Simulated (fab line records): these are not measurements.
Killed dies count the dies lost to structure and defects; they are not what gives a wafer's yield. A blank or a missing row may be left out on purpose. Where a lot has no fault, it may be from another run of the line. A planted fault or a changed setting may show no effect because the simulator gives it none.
8D (eight disciplines) problem report, filled in by code + flow n5 finfet + the parts of the form that need people (team, actions taken, sign-off) are left out

## 1. WHAT IS WRONG
At N5_BEOL_M1_ETCH_63, etch rf on time s averages 19.3 s over 3 wafers from 3 lots, while fault-free wafers read 26.3 s, standard deviation 0.66. Relative to the usual mean, that is a shift of -11 standard deviations.
The step: etches SiARC in CF4, target depth 15.6 nm, time 26 s.
First observed at day 8 12:23: wafer L406.1, on rie diel-05. At this step, 28 wafers from 11 lots have a number in the record. Rule for "out" (also "out of limits"): further than 4 standard deviations from the usual mean. The rest of the wafers with a number are treated as sound.

## 2. WHAT IT IS; WHAT IT IS NOT
| question                    | is                     | is not                                                                                                  |
|-----------------------------|------------------------|---------------------------------------------------------------------------------------------------------|
| which readings at this step | etch rf on time s      | chamber pressure mTorr, drypump motor current A, rf vpp V, showerhead plenum p Torr, throttle valve pct |
| which lots                  | L406, L408, L409       | L397, L399, L402, L403, L415, L416, L419, L420                                                          |
| which wafers of those lots  | L406.1, L408.2, L409.2 | L406.6, L408.3, L408.5, L409.6                                                                          |
| read on which tools         | rie diel-05            | rie diel-02, rie diel-04                                                                                |
| when                        | from day 8 12:23       | up to then (11 sound wafers); but 14 sound wafers of L408, L409, L415, L416, L419, L420 came after      |

## 3. SUSPECTS, AND WHAT RULES EACH OUT
Counting: any tool at a process step up to the reading remains a suspect provided it ran every lot that is out. Sound lots after the first of them don't rule it out here, since some wafers of a struck lot are sound.
- rie diel-05 at N5_BEOL_M1_ETCH_63 (etches SiARC in CF4, target depth 15.6 nm, time 26 s): kept. It ran every lot that is out, first L406 (day 8 12:23); its last sound lot up to then is L402 (day 7 19:40). Its own readings are out on those wafers: etch rf on time s.
Remaining after the count: rie diel-05 at N5_BEOL_M1_ETCH_63.

## 4. THE CAUSE (what the simulator had put in)
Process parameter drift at N5_BEOL_M1_ETCH_63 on rie diel-05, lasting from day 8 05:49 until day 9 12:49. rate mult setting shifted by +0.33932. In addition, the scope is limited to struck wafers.
Only this tool survived the counting.

## 5. SEQUENCE OF EFFECTS, ordered by route
Each row: a reading whose mean over the struck wafers that have a number lies more than 3 standard deviations from the usual. Only readings whose record carries a usual standard deviation are examined. hours: median over the lots of the time between each lot's start at the first step of this table that gives one and its start at this step. sigmas: the change, counted in usual standard deviations.
| hours | step               | reading           | usual  | on struck wafers | change | sigmas |
|-------|--------------------|-------------------|--------|------------------|--------|--------|
| 0     | N5_BEOL_M1_ETCH_63 | etch rf on time s | 26.3 s | 19.3             | -7.0   | -11    |
Its process steps:
- N5_BEOL_M1_ETCH_63: etches SiARC in CF4, target depth 15.6 nm, time 26 s.
At these later measuring or inspecting steps, every struck wafer for which the step has a row has a number for every such reading, and none has moved that far: N5_BEOL_M4_RC_MEAS_101.

## 6. HOW IT WOULD HAVE BEEN CAUGHT EARLIER
The fault began at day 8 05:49; the first out-of-limits reading in this record came at day 8 12:23, 7 hours later.
